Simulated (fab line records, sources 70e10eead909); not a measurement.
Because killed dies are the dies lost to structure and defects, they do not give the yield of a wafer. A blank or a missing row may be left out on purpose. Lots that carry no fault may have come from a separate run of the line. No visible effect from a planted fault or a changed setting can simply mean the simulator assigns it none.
Comparing a struck lot with a sound one || flow nandHarc || 14 steps out of a route of 1159
Sound: these wafers, L533.1, L533.5, L533.6. The struck wafers were L542.1, L542.3, L542.5. Last of all comes the cause.
Each step with rows lists, per side, the tool, then ch with its chambers, then its first start. Under that, the readings that differ: sound wafers || struck wafers || difference of the means || sigmas: that difference in standard deviations of wafers without a fault.
alike: readings with means less than 2 such deviations apart, plus words and numbers identical on both sides. not compared: withheld readings, readings lacking a value on some wafer, bounds such as >300 that could conceal the same value, and numbers that have no deviation in the record and whose values overlap.
Wherever a step has rows on one side only, a row that says differs or no value, or a row with sigmas, the two part there. When numbers do not overlap yet have no deviation, they are printed without sigmas and do not part them. A reading that every wafer of one side lacks parts them only if that side has two wafers or more.

first, 1 step without rows for these wafers: NHARC_A_STAIRCASE_ETCH_15 (etches the open film in C4F8/O2, target depth 100 nm, time 40.5 s).
NHARC_A_STAIRCASE_TRIM_16: chemistry O2, time 211.2 s.
  sound on rieDiel-13 ch 0,1,2; struck on rieDiel-13 ch 0,1,3
  alike: drypumpMotorCurrentA, oesProductAu, rfVppV, showerheadPlenumPTorr, throttleValvePct
  not compared: rfHoursCounterH
then, 4 steps without rows for these wafers: NHARC_A_STAIRCASE_ETCH_17 (etches the open film in C4F8/O2, target depth 100 nm, time 40.5 s); NHARC_A_STAIRCASE_TRIM_18 (chemistry O2, time 211.2 s); NHARC_A_STAIRCASE_ETCH_19 (etches the open film in C4F8/O2, target depth 100 nm, time 40.5 s); NHARC_A_STAIRCASE_TRIM_20 (chemistry O2, time 211.2 s).
NHARC_A_STAIRCASE_ETCH_21: etches the open film in C4F8/O2, target depth 100 nm, time 40.5 s.
  sound on rieDiel-13 ch 0,1; struck on rieDiel-02 ch 0,1
  alike: oesProductAu, rfVppV
  not compared: rfHoursCounterH
then, 1 step without rows for these wafers: NHARC_A_STAIRCASE_TRIM_22 (chemistry O2, time 211.2 s).
NHARC_A_STAIRCASE_ETCH_23: etches the open film in C4F8/O2, target depth 100 nm, time 40.5 s.
  sound on rieDiel-13 ch 0,1,2; struck on rieDiel-02 ch 0,1
  alike: oesProductAu, rfVppV
  not compared: rfHoursCounterH
NHARC_A_STAIRCASE_TRIM_24: chemistry O2, time 211.2 s.
  sound on rieDiel-13 ch 1,2,3; struck on rieDiel-02 ch 0,3
  alike: drypumpMotorCurrentA, oesProductAu, rfVppV, showerheadPlenumPTorr, throttleValvePct
  not compared: rfHoursCounterH
then, 1 step without rows for these wafers: NHARC_A_STAIRCASE_ETCH_25 (etches the open film in C4F8/O2, target depth 100 nm, time 40.5 s).
NHARC_A_STAIRCASE_TRIM_26: chemistry O2, time 211.2 s.
  sound on rieDiel-13 ch 0,1,2, day 12 08:48; struck on rieDiel-02 ch 0,2,3, day 15 02:50
{"reading": "oesProductAu (a.u.)", "sound": "1.012 1.008 0.999", "struck": "1.167 1.176 1.180", "difference": "+0.168", "sigmas": "+17"}
  alike: drypumpMotorCurrentA, rfVppV, showerheadPlenumPTorr, throttleValvePct
  not compared: rfHoursCounterH
NHARC_A_STAIRCASE_ETCH_27: etches the open film in C4F8/O2, target depth 100 nm, time 40.5 s.
  sound on rieDiel-13 ch 0,1,2; struck on rieDiel-02 ch 0,1,3
{"reading": "oesProductAu (a.u.)", "sound": "0.919 0.929 0.930", "struck": "0.967 0.953 0.953", "difference": "+0.032", "sigmas": "+3"}
  alike: rfVppV
  not compared: rfHoursCounterH
-- jump in the record: it breaks off in module A_STAIRCASE and resumes in module END (first step shown: number 1159 of the route), and 9 days separate the struck wafers' starts before and after --
NHARC_END_SORT_01:
  sound on prober-02 ch 0, day 21 00:25; struck on prober-01 ch 0, day 23 19:40
  alike: killedAtArray, killedAtOther, killedAtPeriphery, killedDies, killedOpen, killedShort

== WHERE THEY PART ==
Earliest at NHARC_A_STAIRCASE_TRIM_26; latest, in this record, at NHARC_A_STAIRCASE_ETCH_27. Later steps at which nothing parts them and some readings are alike: NHARC_END_SORT_01.

WHY: what had been put in by the simulator
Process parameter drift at NHARC_A_STAIRCASE_TRIM_26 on rieDiel-02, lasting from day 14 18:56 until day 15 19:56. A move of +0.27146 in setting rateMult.
